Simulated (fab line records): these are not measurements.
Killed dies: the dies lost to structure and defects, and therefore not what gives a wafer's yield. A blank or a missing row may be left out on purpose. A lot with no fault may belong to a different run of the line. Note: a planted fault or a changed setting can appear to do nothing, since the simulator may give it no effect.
Code-filled problem report in 8D (eight disciplines) form | flow n5 finfet | the parts of the form that need people (team, actions taken, sign-off) are left out

## 1. PROBLEM STATEMENT
M2_ILD_THK at N5_BEOL_M2_THK_MEAS_01 reads a mean of 124.5 nm on 1 wafer of 1 lot; wafers without a fault read 78.7 nm with a standard deviation of 0.98. That puts it +47 standard deviations away from the usual mean.
First observed at day 9 07:06: wafer L981.5, on film metro-01. The record holds 27 wafers of 9 lots with a number at this step. Rule for "out", or "out of limits": more than 4 standard deviations from the usual mean. Any other wafer with a number is counted as sound.

## 2. WHAT THIS IS AND IS NOT
question                    | is               | is not
which readings at this step | M2_ILD_THK       | -
which lots                  | L981             | L970, L982, L984, L987, L989, L991, L992, L993
which wafers of those lots  | L981.5           | L981.2, L981.6
read on which gauges        | film metro-01    | film metro-02
when                        | from day 9 07:06 | up to then (5 sound wafers); but 21 sound wafers of L982, L984, L987, L989, L991, L992, L993 came after

## 3. WHAT RULES OUT EACH SUSPECT
Counting: any tool at a process step up to the reading remains a suspect provided it ran every lot that is out. Sound lots after the first of them don't rule it out here, since some wafers of a struck lot are sound.
- the gauge at N5_BEOL_M2_THK_MEAS_01: ruled out. All the wafers that are out were read on film metro-01, but those of them that N5_PASSIVATION_PROBE_49 has rows for are out there too, on other tools.
- pvd sputter-01 at N5_BEOL_M1_SPUTTER_88 (material Cu, target thk 4.5 nm, time 8.29 s): kept. It ran the lot that is out, L981 (day 9 04:59).
- cvd co-01 at N5_BEOL_M1_PRE_CLEAN_60 (time 15 s): kept. It ran the lot that is out, L981 (day 9 06:41).
- pecvd-03 at N5_BEOL_M2_ILD_DEP_00 (deposits SiOC from DEMS/O2, target thk 79 nm, time 15.3 s): kept. It ran the lot that is out, L981 (day 9 07:01).
After the count, these remain: pvd sputter-01 at N5_BEOL_M1_SPUTTER_88, cvd co-01 at N5_BEOL_M1_PRE_CLEAN_60 and pecvd-03 at N5_BEOL_M2_ILD_DEP_00.

## 4. THE CAUSE (what the simulator had put in)
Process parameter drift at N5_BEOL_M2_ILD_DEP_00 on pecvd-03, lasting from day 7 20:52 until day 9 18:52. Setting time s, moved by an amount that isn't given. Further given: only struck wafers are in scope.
3 suspects survive the count, and this tool is in that group.

## 5. SEQUENCE OF EFFECTS, ordered by route
Each row: a reading where the mean over the struck wafers with a number is more than 3 standard deviations away from the usual. Scope: only readings with a usual standard deviation given in the record; hours: median across lots of the time from each lot's start at the first step in this table that gives one to its start at this step; sigmas: change in usual standard deviations.
hours | step                    | reading              | usual   | on struck wafers | change | sigmas
0     | N5_BEOL_M2_THK_MEAS_01  | M2_ILD_THK           | 78.7 nm | 124.5            | +45.8  | +47
145   | N5_PASSIVATION_PROBE_49 | defect limited yield | 91.2 %  | 0.0              | -91.2  | -65
145   | N5_PASSIVATION_PROBE_49 | killed_at_M0_to_M3   | 34      | 1117             | +1083  | +99 or more
145   | N5_PASSIVATION_PROBE_49 | killed dies          | 103     | 1180             | +1077  | +67
145   | N5_PASSIVATION_PROBE_49 | killed on rim        | 13      | 152              | +139   | +41
145   | N5_PASSIVATION_PROBE_49 | sort_bin_5_function  | 5.1 %   | 97.5             | +92.4  | +99 or more
145   | N5_PASSIVATION_PROBE_49 | sort n pass          | 1077    | 0                | -1077  | -67
145   | N5_PASSIVATION_PROBE_49 | sort yield pct       | 91.2 %  | 0.0              | -91.2  | -65
The process steps in it:
- N5_PASSIVATION_PROBE_49

## 6. HOW IT WOULD HAVE BEEN CAUGHT EARLIER
The first out-of-limits reading at a measuring or inspecting step in this record came at day 9 07:06, 34 hours after the fault's start at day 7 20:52.
An alarm limit of 4 standard deviations would not have fired on the tool readings at N5_BEOL_M2_ILD_DEP_00 for which the record gives a usual standard deviation, since none of them was out on any struck wafer.
All the lots that are out (1) had begun N5_BEOL_M2_ILD_DEP_00 on pecvd-03 by day 9 07:06. Holding the tool at that point would not have protected any of them.
